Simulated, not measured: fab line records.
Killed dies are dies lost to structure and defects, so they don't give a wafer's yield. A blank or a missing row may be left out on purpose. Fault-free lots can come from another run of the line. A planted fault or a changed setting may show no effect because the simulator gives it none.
Matching of chambers + flow n5-finfet + N5_BEOL_M1_STRIP_36 on rie-diel-01: 4 sister chambers
The step strips in N2/H2. 33 wafers are shown with their chamber, then 12 later ones without.

WAFERS WITH THEIR CHAMBER
| wafer  | chamber | drypump-motor-current-A (A) | showerhead-plenum-p-Torr (Torr) | throttle-valve-pct (%) |
|--------|---------|-----------------------------|---------------------------------|------------------------|
| L076.2 | 3       | 5.2                         | 2.54                            | 23.85                  |
| L076.3 | 2       | 4.8                         | 2.71                            | 23.56                  |
| L076.5 | 1       | 5.8                         | 2.71                            | 24.03                  |
| L077.2 | 1       | 5.8                         | 2.71                            | 24.06                  |
| L077.5 | 1       | 5.8                         | 2.71                            | 24.06                  |
| L077.6 | 0       | 6.2                         | 2.64                            | 23.85                  |
| L080.3 | 0       | 6.2                         | 2.64                            | 23.90                  |
| L080.4 | 2       | 4.8                         | 2.71                            | 23.60                  |
| L080.5 | 0       | 6.2                         | 2.64                            | 23.88                  |
| L083.2 | 2       | 4.8                         | 2.70                            | 23.56                  |
| L083.4 | 3       | 5.2                         | 2.53                            | 23.85                  |
| L083.5 | 0       | 6.2                         | 2.64                            | 23.87                  |
| L084.2 | 3       | 5.2                         | 2.53                            | 23.84                  |
| L084.5 | 2       | 4.8                         | 2.70                            | 23.58                  |
| L084.6 | 0       | 6.1                         | 2.64                            | 23.88                  |
| L085.2 | 0       | 6.2                         | 2.64                            | 23.90                  |
| L085.3 | 2       | 4.8                         | 2.70                            | 23.59                  |
| L085.4 | 1       | 5.8                         | 2.71                            | 24.10                  |
| L087.4 | 3       | 5.2                         | 2.53                            | 23.85                  |
| L087.5 | 2       | 4.8                         | 2.70                            | 23.61                  |
| L087.6 | 3       | 5.2                         | 2.53                            | 23.84                  |
| L086.1 | 3       | 5.2                         | 2.53                            | 23.85                  |
| L086.3 | 0       | 6.2                         | 2.64                            | 23.91                  |
| L086.4 | 2       | 4.8                         | 2.70                            | 23.58                  |
| L089.1 | 0       | 6.2                         | 2.64                            | 23.90                  |
| L089.3 | 1       | 5.8                         | 2.70                            | 24.07                  |
| L089.4 | 3       | 5.2                         | 2.53                            | 23.87                  |
| L088.3 | 2       | 4.8                         | 2.70                            | 23.62                  |
| L088.5 | 2       | 4.8                         | 2.70                            | 23.57                  |
| L088.6 | 1       | 5.9                         | 2.70                            | 24.07                  |
| L090.1 | 1       | 5.8                         | 2.70                            | 24.10                  |
| L090.4 | 0       | 6.1                         | 2.63                            | 23.86                  |
| L090.6 | 1       | 5.8                         | 2.70                            | 24.08                  |

SIGNATURES, as means of the wafers listed above
| reading                  | chamber 0 | chamber 1 | chamber 2 | chamber 3 | scatter within a chamber |
|--------------------------|-----------|-----------|-----------|-----------|--------------------------|
| drypump-motor-current-A  | 6.178     | 5.812     | 4.800     | 5.200     | 0.029                    |
| showerhead-plenum-p-Torr | 2.6389    | 2.7050    | 2.7022    | 2.5314    | 0.00428                  |
| throttle-valve-pct       | 23.8833   | 24.0712   | 23.5856   | 23.8500   | 0.0197                   |
Rule: a wafer lies at a distance from a chamber equal to the root of the sum of squares, over the readings, of (its reading less the chamber's mean, divided by the reading's scatter). The wafer belongs to the nearest chamber; if the next one is less than 2 further off, it can't be placed. The scatter: take each reading less its chamber's mean, square it, sum over the shown wafers, divide by the number of wafers less the number of chambers, and take the root.

WAFERS MISSING THEIR CHAMBER
| wafer  | drypump-motor-current-A (A) | showerhead-plenum-p-Torr (Torr) | throttle-valve-pct (%) |
|--------|-----------------------------|---------------------------------|------------------------|
| L091.2 | 5.2                         | 2.53                            | 23.82                  |
| L091.3 | 6.2                         | 2.63                            | 23.89                  |
| L091.5 | 6.2                         | 2.63                            | 23.90                  |
| L093.3 | 5.2                         | 2.52                            | 23.82                  |
| L093.4 | 4.8                         | 2.70                            | 23.61                  |
| L093.5 | 5.2                         | 2.53                            | 23.86                  |
| L094.1 | 6.2                         | 2.63                            | 23.91                  |
| L094.4 | 4.8                         | 2.70                            | 23.60                  |
| L094.6 | 5.2                         | 2.52                            | 23.85                  |
| L097.3 | 5.2                         | 2.52                            | 23.84                  |
| L097.4 | 5.8                         | 2.70                            | 24.08                  |
| L097.6 | 5.9                         | 2.70                            | 24.12                  |

WHICH CHAMBER EACH ONE RAN IN
| wafer  | from the rows above | in truth |
|--------|---------------------|----------|
| L091.2 | 3                   | 3        |
| L091.3 | 0                   | 0        |
| L091.5 | 0                   | 0        |
| L093.3 | 3                   | 3        |
| L093.4 | 2                   | 2        |
| L093.5 | 3                   | 3        |
| L094.1 | 0                   | 0        |
| L094.4 | 2                   | 2        |
| L094.6 | 3                   | 3        |
| L097.3 | 3                   | 3        |
| L097.4 | 1                   | 1        |
| L097.6 | 1                   | 1        |
Correctly placed: 12 of 12. Left unplaced by these rows: 0. 0 placed wrongly.
